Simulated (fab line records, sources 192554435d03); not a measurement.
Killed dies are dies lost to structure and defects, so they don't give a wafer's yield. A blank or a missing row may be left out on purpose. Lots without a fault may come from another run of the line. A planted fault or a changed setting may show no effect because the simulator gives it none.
A struck lot beside a sound one | flow n5_finfet | 15 steps out of a route of 1938
Sound: wafers L500.1, L500.2, L500.4. Struck: wafers L502.1, L502.3, L502.6. The cause comes at the end.
At each step with rows: each side's tool, then ch and its chambers, then its first start. Under that, the readings that differ: sound wafers | struck wafers | difference of the means | sigmas: that difference in standard deviations of wafers without a fault.
alike: readings whose means differ by less than 2 such deviations, and words and numbers that are the same on both sides. not compared: withheld readings, readings that some wafer has no value for, bounds like >300 that may hide the same value, and numbers for which the record gives no deviation and whose values overlap.
The two part at a step that has a row with sigmas, a row that says differs or no value, or rows on one side only. Numbers that don't overlap but have no deviation are shown without sigmas and don't part them. A reading that every wafer of one side lacks parts them only if that side has two wafers or more.

first, 8 steps without rows for these wafers: N5_BEOL_M8_COAT_64 (time 60 s, resist thk 12 nm); N5_BEOL_M8_COAT_71 (time 60 s, resist thk 5 nm); N5_BEOL_M8_COAT_22 (resist thk 30 nm); N5_BEOL_M8_EBR_24; N5_BEOL_M8_SOFTBAKE_23 (time 60 s); N5_BEOL_M8_EXPOSE_25 (exposes mask V7, target cd 40 nm); N5_BEOL_M8_PEB_26 (peb time 60 s); N5_BEOL_M8_DEVELOP_27 (develop time 30 s).
N5_BEOL_M8_CD_MEAS_28: target cd 40 nm.
  sound on cd_sem-02 ch 0, day 15 06:55; struck on cd_sem-03 ch 0, day 15 17:21
  alike: cd_nm
N5_BEOL_M8_OVL_MEAS_29:
  sound on overlay-02 ch 0, day 15 06:56; struck on overlay-01 ch 0, day 15 17:23
  alike: V7_OVL
N5_BEOL_M8_INSPECT_30: inspects for defects (brightfield).
  sound on defect_inspect-01, day 15 07:00; struck on defect_inspect-02, day 15 17:26
  alike: raw_defect_count
N5_BEOL_M8_DESCUM_33: chemistry O2, time 7 s.
  sound on rie_diel-05 ch 0,1,3, day 15 07:17; struck on rie_diel-05 ch 0,1, day 15 17:28
  alike: bias_power_w, drypump_motor_current_A, o2_flow_sccm, oes_product_au, rf_vpp_V, showerhead_plenum_p_Torr, throttle_valve_pct
  not compared: rf_hours_counter_h
N5_BEOL_M8_ETCH_72: etches underlayer in N2/H2, target depth 6.5 nm, time 5.2 s.
  sound on rie_diel-05 ch 0,1,3, day 15 07:20; struck on rie_diel-05 ch 0,1, day 15 17:31
  reading                | sound             | struck            | difference | sigmas
  h2_flow_sccm (sccm)    | 200.2 199.0 198.6 | 179.8 179.4 180.0 | -19.5      | -34
  throttle_valve_pct (%) | 17.51 17.88 17.95 | 17.01 17.43 17.43 | -0.49      | -2
  alike: drypump_motor_current_A, etch_rf_on_time_s, oes_product_au, rf_vpp_V, showerhead_plenum_p_Torr
  not compared: rf_hours_counter_h
N5_BEOL_M8_ETCH_65: etches SiARC in CF4, target depth 15.6 nm, time 26 s.
  sound on rie_diel-05 ch 0,1,3, day 15 07:21; struck on rie_diel-05 ch 0,1, day 15 17:31
  alike: drypump_motor_current_A, etch_rf_on_time_s, oes_product_au, rf_vpp_V, showerhead_plenum_p_Torr, throttle_valve_pct
  not compared: rf_hours_counter_h
-- the record jumps here: 3 days lie between the struck wafers' starts before and after (it left off in module BEOL_M8 and takes up again in module PASSIVATION, whose first step shown is number 1936 of the route) --
N5_PASSIVATION_PROBE_49:
  the record has rows for the struck wafers here (prober-01, day 18 17:53) and none for the sound ones

WHERE THEY PART
First at N5_BEOL_M8_ETCH_72; last, within this record, at N5_PASSIVATION_PROBE_49.

WHY: what the simulator had put in
Process parameter drift: rie_diel-05, from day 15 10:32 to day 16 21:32, at N5_BEOL_M8_ETCH_72. Setting h2_flow_sccm, moved by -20, from 200. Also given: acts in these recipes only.
